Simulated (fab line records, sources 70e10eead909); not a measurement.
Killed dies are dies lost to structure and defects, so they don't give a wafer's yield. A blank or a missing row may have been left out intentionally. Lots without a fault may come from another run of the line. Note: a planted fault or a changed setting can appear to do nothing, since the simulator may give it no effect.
What tool caused it? + flow nand_harc + 72 wafers from 24 lots sampled at 6 of the route's 1159 steps

## WHAT THE GAUGES SHOWED, per wafer
The record lacks any reading of a measuring or inspecting step that a usual standard deviation could be used to judge.

## TOOL THAT RAN EACH LOT (tool first, then ch and the chambers of the sampled wafers, then the start)
| lot  | NHARC_A_CONTACT_ETCH_76                       | NHARC_A_CONTACT_ETCH_129             | NHARC_A_CONTACT_ETCH_133             | NHARC_A_CONTACT_ETCH_135             | NHARC_A_CONTACT_ETCH_139             | NHARC_A_CONTACT_STRIP_26       |
|------|-----------------------------------------------|--------------------------------------|--------------------------------------|--------------------------------------|--------------------------------------|--------------------------------|
| L077 | rie_diel-01 ch 0,2,3, day 17 03:04 or earlier | har_cap_etch-01 ch 0,1, day 17 03:04 | har_cap_etch-01 ch 0,1, day 17 03:39 | har_cap_etch-03 ch 0,1, day 17 10:28 | har_cap_etch-03 ch 0,1, day 17 10:58 | rie_diel-01 ch 1,2,3, no start |
| L075 | rie_diel-13 ch 0,1,2, day 17 05:56 or earlier | har_cap_etch-02 ch 0,1, day 17 05:56 | har_cap_etch-02 ch 0,1, day 17 06:47 | har_cap_etch-02 ch 0,1, day 17 13:20 | har_cap_etch-02 ch 0,1, day 17 13:52 | rie_diel-13 ch 0,1,3, no start |
| L074 | rie_diel-01 ch 1,2,3, day 17 07:11 or earlier | har_cap_etch-03 ch 0,1, day 17 07:11 | har_cap_etch-03 ch 0,1, day 17 07:47 | har_cap_etch-01 ch 0,1, day 17 16:38 | har_cap_etch-01 ch 0,1, day 17 17:10 | rie_diel-13 ch 0,1, no start   |
| L079 | rie_diel-03 ch 0,3, day 17 07:40 or earlier   | har_cap_etch-01 ch 0,1, day 17 07:40 | har_cap_etch-01 ch 0,1, day 17 08:14 | har_cap_etch-02 ch 0,1, day 17 17:29 | har_cap_etch-02 ch 0,1, day 17 17:59 | rie_diel-03 ch 1,2,3, no start |
| L078 | rie_diel-13 ch 2,3, day 17 12:47 or earlier   | har_cap_etch-01 ch 0, day 17 12:47   | har_cap_etch-01 ch 0, day 17 13:21   | har_cap_etch-03 ch 0,1, day 17 18:47 | har_cap_etch-03 ch 0,1, day 17 19:17 | rie_diel-01 ch 1,3, no start   |
| L076 | rie_diel-01 ch 0,1,3, day 17 13:55 or earlier | har_cap_etch-03 ch 0,1, day 17 13:55 | har_cap_etch-03 ch 0,1, day 17 14:29 | har_cap_etch-01 ch 0,1, day 17 19:52 | har_cap_etch-01 ch 0,1, day 17 20:21 | rie_diel-13 ch 0,3, no start   |
| L080 | rie_diel-01 ch 1,2,3, day 18 08:26 or earlier | har_cap_etch-03 ch 0,1, day 18 08:26 | har_cap_etch-03 ch 0,1, day 18 09:00 | har_cap_etch-02 ch 0,1, day 18 14:22 | har_cap_etch-02 ch 0,1, day 18 14:51 | rie_diel-13 ch 0,1,2, no start |
| L084 | rie_diel-13 ch 1,2,3, day 18 21:14 or earlier | har_cap_etch-02 ch 0,1, day 18 21:14 | har_cap_etch-02 ch 0,1, day 18 21:50 | har_cap_etch-01 ch 0, day 19 05:58   | har_cap_etch-01 ch 0, day 19 06:29   | rie_diel-01 ch 0,2, no start   |
| L082 | rie_diel-01 ch 1,3, day 19 02:12 or earlier   | har_cap_etch-02 ch 1, day 19 02:12   | har_cap_etch-02 ch 1, day 19 02:47   | har_cap_etch-01 ch 0,1, day 19 10:50 | har_cap_etch-01 ch 0,1, day 19 11:20 | rie_diel-13 ch 0,1, no start   |
| L081 | rie_diel-13 ch 0,2,3, day 19 09:14 or earlier | har_cap_etch-03 ch 0,1, day 19 09:14 | har_cap_etch-03 ch 0,1, day 19 09:49 | har_cap_etch-02 ch 0,1, day 19 15:02 | har_cap_etch-02 ch 0,1, day 19 15:32 | rie_diel-03 ch 2,3, no start   |
| L083 | rie_diel-13 ch 1,2,3, day 19 11:22 or earlier | har_cap_etch-02 ch 0,1, day 19 11:22 | har_cap_etch-02 ch 0,1, day 19 11:57 | har_cap_etch-01 ch 1, day 19 17:55   | har_cap_etch-01 ch 1, day 19 18:25   | rie_diel-13 ch 0,1,3, no start |
| L086 | rie_diel-01 ch 0,2,3, day 19 20:36 or earlier | har_cap_etch-01 ch 0,1, day 19 20:36 | har_cap_etch-01 ch 0,1, day 19 21:10 | har_cap_etch-02 ch 0,1, day 20 02:52 | har_cap_etch-02 ch 0,1, day 20 03:21 | rie_diel-03 ch 1,2, no start   |
| L089 | rie_diel-13 ch 1,2,3, day 19 21:17 or earlier | har_cap_etch-03 ch 0,1, day 19 21:17 | har_cap_etch-03 ch 0,1, day 19 21:53 | har_cap_etch-01 ch 0, day 20 03:29   | har_cap_etch-01 ch 0, day 20 03:59   | rie_diel-03 ch 1,3, no start   |
| L087 | rie_diel-03 ch 0,3, day 20 01:41 or earlier   | har_cap_etch-01 ch 0,1, day 20 01:41 | har_cap_etch-01 ch 0,1, day 20 02:19 | har_cap_etch-03 ch 0,1, day 20 07:44 | har_cap_etch-03 ch 0,1, day 20 08:17 | rie_diel-13 ch 1,2, no start   |
| L085 | rie_diel-01 ch 0,2, day 20 02:17 or earlier   | har_cap_etch-03 ch 0,1, day 20 02:17 | har_cap_etch-03 ch 0,1, day 20 02:51 | har_cap_etch-03 ch 0,1, day 20 08:50 | har_cap_etch-03 ch 0,1, day 20 09:19 | rie_diel-13 ch 1,2,3, no start |
| L088 | rie_diel-03 ch 0,1, day 20 08:02 or earlier   | har_cap_etch-01 ch 0, day 20 08:02   | har_cap_etch-01 ch 0, day 20 08:37   | har_cap_etch-03 ch 0,1, day 20 16:16 | har_cap_etch-03 ch 0,1, day 20 16:46 | rie_diel-01 ch 0,2, no start   |
| L090 | rie_diel-13 ch 2,3, day 20 13:55 or earlier   | har_cap_etch-02 ch 0,1, day 20 13:55 | har_cap_etch-02 ch 0,1, day 20 14:29 | har_cap_etch-02 ch 0,1, day 20 19:40 | har_cap_etch-02 ch 0,1, day 20 20:10 | rie_diel-13 ch 1,2, no start   |
| L091 | rie_diel-13 ch 0,1,2, day 20 15:38 or earlier | har_cap_etch-01 ch 0,1, day 20 15:38 | har_cap_etch-01 ch 0,1, day 20 16:14 | har_cap_etch-01 ch 0,1, day 20 21:22 | har_cap_etch-01 ch 0,1, day 20 21:51 | rie_diel-03 ch 0,1,2, no start |
| L092 | rie_diel-03 ch 0,1,2, day 21 16:58 or earlier | har_cap_etch-03 ch 0,1, day 21 16:58 | har_cap_etch-03 ch 0,1, day 21 17:37 | har_cap_etch-02 ch 0,1, day 21 23:44 | har_cap_etch-02 ch 0,1, day 22 00:16 | rie_diel-13 ch 0,1, no start   |
| L094 | rie_diel-13 ch 1,2,3, day 21 19:48 or earlier | har_cap_etch-02 ch 0,1, day 21 19:48 | har_cap_etch-02 ch 0,1, day 21 20:22 | har_cap_etch-02 ch 0,1, day 22 02:09 | har_cap_etch-02 ch 0,1, day 22 02:38 | rie_diel-03 ch 1,2,3, no start |
| L093 | rie_diel-13 ch 0,2,3, day 21 23:52 or earlier | har_cap_etch-03 ch 0,1, day 21 23:52 | har_cap_etch-03 ch 0,1, day 22 00:29 | har_cap_etch-01 ch 0,1, day 22 05:29 | har_cap_etch-01 ch 0,1, day 22 06:01 | rie_diel-13 ch 0,1, no start   |
| L096 | rie_diel-13 ch 0,1,2, day 22 08:32 or earlier | har_cap_etch-03 ch 0,1, day 22 08:32 | har_cap_etch-03 ch 0,1, day 22 09:07 | har_cap_etch-03 ch 0,1, day 22 15:35 | har_cap_etch-03 ch 0,1, day 22 16:05 | rie_diel-03 ch 0,2,3, no start |
| L095 | rie_diel-01 ch 2,3, day 22 09:10 or earlier   | har_cap_etch-02 ch 0,1, day 22 09:10 | har_cap_etch-02 ch 0,1, day 22 09:44 | har_cap_etch-01 ch 0,1, day 22 14:49 | har_cap_etch-01 ch 0,1, day 22 15:19 | rie_diel-03 ch 0,1, no start   |
| L097 | rie_diel-01 ch 1,2,3, day 23 02:56 or earlier | har_cap_etch-03 ch 0, day 23 02:56   | har_cap_etch-03 ch 0, day 23 03:30   | har_cap_etch-02 ch 0,1, day 23 10:40 | har_cap_etch-02 ch 0,1, day 23 11:10 | rie_diel-13 ch 1,3, no start   |
- NHARC_A_CONTACT_ETCH_76: etches the open film in N2/H2, target depth 260 nm, time 475.3 s.
- NHARC_A_CONTACT_ETCH_129: etches the open film in C4F8/O2/Ar, time 155 s, target depth 956 nm.
- NHARC_A_CONTACT_ETCH_133: etches the open film in C4F8/O2/Ar, time 195 s, target depth 840 nm.
- NHARC_A_CONTACT_ETCH_135: etches the open film in C4F8/O2/Ar, time 132 s, target depth 1287 nm.
- NHARC_A_CONTACT_ETCH_139: etches the open film in C4F8/O2/Ar, time 137 s, target depth 590 nm.
- NHARC_A_CONTACT_STRIP_26: strips in O2.

## WHAT THE TOOLS THEMSELVES READ (means of the sampled wafers that have a number; where no wafer has one, the mark that the record gives instead)
NHARC_A_CONTACT_ETCH_76. Usual: drypump_motor_current_A 5.7 A, standard deviation 0.48; n2_flow_sccm 150.0 sccm, standard deviation 0.4; oes_product_au 0.992 a.u., standard deviation 0.012; rf_vpp_V 432 V, standard deviation 3.1; showerhead_plenum_p_Torr 2.08 Torr, standard deviation 0.12; throttle_valve_pct 14.171 %, standard deviation 0.0092.
| lot  | tool        | drypump_motor_current_A (A) | n2_flow_sccm (sccm) | oes_product_au (a.u.) | rf_vpp_V (V) | showerhead_plenum_p_Torr (Torr) | throttle_valve_pct (%) | flag |
|------|-------------|-----------------------------|---------------------|-----------------------|--------------|---------------------------------|------------------------|------|
| L077 | rie_diel-01 | 5.7                         | 150.1               | 0.979                 | 433          | 2.16                            | 14.162                 |      |
| L075 | rie_diel-13 | 5.9                         | 149.5               | 1.001                 | 429          | 1.98                            | 14.164                 |      |
| L074 | rie_diel-01 | 5.5                         | 150.0               | 0.981                 | 433          | 2.15                            | 14.176                 |      |
| L079 | rie_diel-03 | 5.6                         | 149.7               | 0.986                 | 430          | 2.02                            | 14.177                 |      |
| L078 | rie_diel-13 | 5.5                         | 149.5               | 1.001                 | 426          | 1.88                            | 14.169                 |      |
| L076 | rie_diel-01 | 5.3                         | 149.6               | 0.985                 | 434          | 2.17                            | 14.173                 |      |
| L080 | rie_diel-01 | 5.5                         | 150.0               | 0.986                 | 433          | 2.15                            | 14.171                 |      |
| L084 | rie_diel-13 | 5.5                         | 149.9               | 1.000                 | 429          | 1.96                            | 14.174                 |      |
| L082 | rie_diel-01 | 5.1                         | 150.4               | 1.004                 | 434          | 2.16                            | 14.170                 |      |
| L081 | rie_diel-13 | 5.6                         | 149.7               | 0.994                 | 427          | 1.90                            | 14.178                 |      |
| L083 | rie_diel-13 | 5.5                         | 149.9               | 1.004                 | 429          | 1.96                            | 14.174                 |      |
| L086 | rie_diel-01 | 5.7                         | 150.4               | 0.983                 | 434          | 2.15                            | 14.176                 |      |
| L089 | rie_diel-13 | 5.5                         | 150.0               | 0.994                 | 428          | 1.96                            | 14.173                 |      |
| L087 | rie_diel-03 | 5.7                         | 150.3               | 0.989                 | 430          | 2.04                            | 14.166                 |      |
| L085 | rie_diel-01 | 6.2                         | 149.8               | 0.988                 | 433          | 2.16                            | 14.179                 |      |
| L088 | rie_diel-03 | 5.7                         | 149.6               | 0.995                 | 431          | 2.03                            | 14.184                 |      |
| L090 | rie_diel-13 | 5.5                         | 149.6               | 0.993                 | 435          | 2.22                            | 14.175                 |      |
| L091 | rie_diel-13 | 5.9                         | 150.2               | 0.986                 | 432          | 2.10                            | 14.170                 |      |
| L092 | rie_diel-03 | 5.6                         | 150.3               | 1.004                 | 430          | 2.03                            | 14.171                 |      |
| L094 | rie_diel-13 | 5.5                         | 150.1               | 0.989                 | 434          | 2.19                            | 14.167                 |      |
| L093 | rie_diel-13 | 5.6                         | 150.0               | 1.001                 | 433          | 2.13                            | 14.178                 |      |
| L096 | rie_diel-13 | 5.9                         | 150.3               | 0.985                 | 432          | 2.10                            | 14.162                 |      |
| L095 | rie_diel-01 | 5.9                         | 150.2               | 0.998                 | 434          | 2.13                            | 14.173                 |      |
| L097 | rie_diel-01 | 5.5                         | 149.9               | 0.994                 | 433          | 2.13                            | 14.168                 |      |

NHARC_A_CONTACT_STRIP_26. Usual: drypump_motor_current_A 5.7 A, standard deviation 0.42; o2_flow_sccm 500.2 sccm, standard deviation 1.4; oes_product_au 0.995 a.u., standard deviation 0.012; rf_vpp_V 58.0 V, standard deviation 0.99; showerhead_plenum_p_Torr 3.56 Torr, standard deviation 0.17; throttle_valve_pct 17.037 %, standard deviation 0.0086.
| lot  | tool        | drypump_motor_current_A (A) | o2_flow_sccm (sccm) | oes_product_au (a.u.) | rf_vpp_V (V) | showerhead_plenum_p_Torr (Torr) | throttle_valve_pct (%) | flag |
|------|-------------|-----------------------------|---------------------|-----------------------|--------------|---------------------------------|------------------------|------|
| L077 | rie_diel-01 | 5.5                         | 499.0               | 0.990                 | 58.8         | 3.71                            | 17.043                 |      |
| L075 | rie_diel-13 | 5.6                         | 501.6               | 0.995                 | 56.7         | 3.44                            | 17.038                 |      |
| L074 | rie_diel-13 | 6.0                         | 499.2               | 1.001                 | 56.8         | 3.48                            | 17.034                 |      |
| L079 | rie_diel-03 | 5.6                         | 501.1               | 1.013                 | 58.8         | 3.49                            | 17.038                 |      |
| L078 | rie_diel-01 | 5.2                         | 500.4               | 0.996                 | 58.3         | 3.73                            | 17.035                 |      |
| L076 | rie_diel-13 | 5.2                         | 499.4               | 0.983                 | 57.8         | 3.30                            | 17.030                 |      |
| L080 | rie_diel-13 | 5.9                         | 501.1               | 0.992                 | 56.6         | 3.44                            | 17.037                 |      |
| L084 | rie_diel-01 | 6.2                         | 500.2               | 0.977                 | 58.4         | 3.72                            | 17.038                 |      |
| L082 | rie_diel-13 | 6.0                         | 500.3               | 1.000                 | 57.7         | 3.57                            | 17.038                 |      |
| L081 | rie_diel-03 | 5.6                         | 498.4               | 1.006                 | 57.0         | 3.50                            | 17.033                 |      |
| L083 | rie_diel-13 | 5.6                         | 502.1               | 1.002                 | 57.5         | 3.43                            | 17.041                 |      |
| L086 | rie_diel-03 | 5.5                         | 500.0               | 1.015                 | 58.6         | 3.52                            | 17.044                 |      |
| L089 | rie_diel-03 | 5.6                         | 500.2               | 1.007                 | 58.3         | 3.42                            | 17.037                 |      |
| L087 | rie_diel-13 | 5.9                         | 500.8               | 0.983                 | 58.7         | 3.72                            | 17.033                 |      |
| L085 | rie_diel-13 | 5.5                         | 500.1               | 0.985                 | 57.7         | 3.76                            | 17.036                 |      |
| L088 | rie_diel-01 | 6.2                         | 499.3               | 0.981                 | 59.0         | 3.71                            | 17.032                 |      |
| L090 | rie_diel-13 | 5.8                         | 500.4               | 0.984                 | 57.9         | 3.76                            | 17.031                 |      |
| L091 | rie_diel-03 | 5.6                         | 501.4               | 0.996                 | 57.5         | 3.51                            | 17.029                 |      |
| L092 | rie_diel-13 | 6.0                         | 500.3               | 0.986                 | 58.2         | 3.56                            | 17.044                 |      |
| L094 | rie_diel-03 | 5.6                         | 498.9               | 1.016                 | 57.8         | 3.47                            | 17.032                 |      |
| L093 | rie_diel-13 | 6.0                         | 500.8               | 0.986                 | 59.2         | 3.46                            | 17.040                 |      |
| L096 | rie_diel-03 | 5.6                         | 500.2               | 1.013                 | 58.0         | 3.52                            | 17.039                 |      |
| L095 | rie_diel-03 | 5.7                         | 499.5               | 0.998                 | 57.3         | 3.50                            | 17.032                 |      |
| L097 | rie_diel-13 | 5.2                         | 499.8               | 1.000                 | 57.6         | 3.75                            | 17.037                 |      |

## THE ANSWER, worked out from the rows above alone
Rule: a lot counts as off when the mean over its wafers that have a number is more than 3 standard deviations away from the usual mean. Also off: a lot with no number at a reading for which 4 or more lots have one. The other lots that the step has rows for count as sound. Order of review: gauges by route order, followed by the tools' own readings, for which a lot's mean as printed above is used. At the first step where some lot is off, the reading lying furthest off is the one used; lots without a number count as furthest.
No lot is off at any reading shown: from this, nothing can be told.

## WHAT THE SIMULATOR HAD INSERTED
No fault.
